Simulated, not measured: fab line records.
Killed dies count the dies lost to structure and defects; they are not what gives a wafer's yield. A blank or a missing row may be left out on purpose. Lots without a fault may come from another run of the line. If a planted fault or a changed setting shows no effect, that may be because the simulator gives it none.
Comparing a struck lot with a sound one + flow n5-finfet + 19 steps out of a route of 1938
Sound: wafers L624.1, L624.3, L624.5. Struck: wafers L615.2, L615.5, L615.6. The cause is named last.
At each step with rows: each side's tool, then ch and its chambers, then its first start. Under that, the readings that differ: sound wafers + struck wafers + difference of the means + sigmas: that difference in standard deviations of wafers without a fault.
alike: readings whose means differ by less than 2 such deviations, and words and numbers that are the same on both sides. not compared: withheld readings, readings that some wafer has no value for, bounds like >300 that may hide the same value, and numbers for which the record gives no deviation and whose values overlap.
A row with sigmas, a row that says differs or no value, or rows on one side alone: a step with any of these is where the two part. Numbers that don't overlap but have no deviation are shown without sigmas and don't part them. A reading that every wafer of one side lacks parts them only if that side has two wafers or more.

first, 3 steps without rows for these wafers: N5_DUMMY_REMOVAL_PRECLEAN_04 (cleans in DHF, time 37 s); N5_DUMMY_REMOVAL_SRD_05 (time 30 s); N5_HKMG_FIN_IL_REGROW_00 (material SiO2, chemistry O3, target thk 0.75 nm, time 30 s).
N5_HKMG_FIN_HK_ALD_01: deposits HfO2, target thk 1.6 nm, pulse time 3 s, purge time 3 s.
  sound on ald-hk-03 ch 0,1, day 7 19:29; struck on ald-hk-01 ch 1,2, day 5 11:10
  alike: precursor-pulse-height-rel
N5_HKMG_FIN_HK_ANNEAL_02: time 30 s.
  sound on rtp-anneal-01 ch 0, day 7 19:40; struck on rtp-anneal-02 ch 0, day 5 11:22
  alike: lamp-power-pct, wafer_temp_C_max
N5_HKMG_FIN_ALD_74: deposits La2O3, target thk 0.5 nm, pulse time 6 s, co reactant pulse time 1 s.
  sound on ald-hk-02 ch 0,2, day 7 19:53; struck on ald-hk-02 ch 0,1,3, day 5 11:34
  alike: heater-power-w, precursor-pulse-height-rel
N5_HKMG_FIN_ALD_75: deposits Al2O3, target thk 1 nm, co reactant pulse time 1 s.
  sound on ald-hk-02 ch 0,2, day 7 19:58; struck on ald-hk-02 ch 0,1,3, day 5 11:38
  alike: heater-power-w, precursor-pulse-height-rel
then, 5 steps without rows for these wafers: N5_HKMG_FIN_COAT_41 (time 60 s, resist thk 300 nm); N5_HKMG_FIN_COAT_42 (time 60 s, resist thk 35 nm); N5_HKMG_FIN_COAT_43 (resist thk 90 nm); N5_HKMG_FIN_EBR_45; N5_HKMG_FIN_SOFTBAKE_44 (time 60 s).
N5_HKMG_FIN_EXPOSE_46: exposes mask NDIPOLE.
  sound on arfi-scanner-02 ch 0, day 7 20:11; struck on arfi-scanner-01 ch 0, day 5 11:52
| reading              | sound             | struck            | difference | sigmas |
|----------------------|-------------------|-------------------|------------|--------|
| exposure-dose-mJ-cm2 | 40.02 39.98 39.89 | 41.57 41.48 41.61 | +1.59      | +41    |
  alike: mask
then, 2 steps without rows for these wafers: N5_HKMG_FIN_PEB_47 (peb time 60 s); N5_HKMG_FIN_DEVELOP_48 (develop time 30 s).
N5_HKMG_FIN_CD_MEAS_49: target cd 202 nm.
  sound on cd-sem-02 ch 0, day 7 20:18; struck on cd-sem-01 ch 0, day 5 11:59
| reading    | sound             | struck            | difference | sigmas |
|------------|-------------------|-------------------|------------|--------|
| cd-nm (nm) | 202.7 202.3 202.5 | 205.4 204.6 205.6 | +2.7       | +4     |
N5_HKMG_FIN_OVL_MEAS_50:
  sound on overlay-01 ch 0, day 7 20:20; struck on overlay-02 ch 0, day 5 12:01
  alike: NDIPOLE_OVL
-- here the record skips 4 days between the struck wafers' starts before and after, leaving off in module HKMG_FIN and picking up in module BEOL_M4 (first step shown: number 1111 of the route) --
N5_BEOL_M4_RC_MEAS_101:
  sound on prober-02 ch 0, day 12 20:53; struck on prober-01 ch 0, day 9 06:37
  alike: DIBL_N, DIBL_P, IOFF_N, IOFF_P, ION_N, ION_P, SS_N, SS_P, VT_N, VT_P
after that, 1 step had no rows for these wafers: N5_PASSIVATION_PROBE_49.

WHERE THEY PART
At N5_HKMG_FIN_EXPOSE_46 first; at N5_HKMG_FIN_CD_MEAS_49 last (within this record only). Later steps at which nothing parts them and some readings are alike: N5_HKMG_FIN_OVL_MEAS_50, N5_BEOL_M4_RC_MEAS_101.

WHY: what had been put in by the simulator
Process parameter drift: arfi-scanner-01, from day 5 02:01 on, at N5_HKMG_FIN_EXPOSE_46. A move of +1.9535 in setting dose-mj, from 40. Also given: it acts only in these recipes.
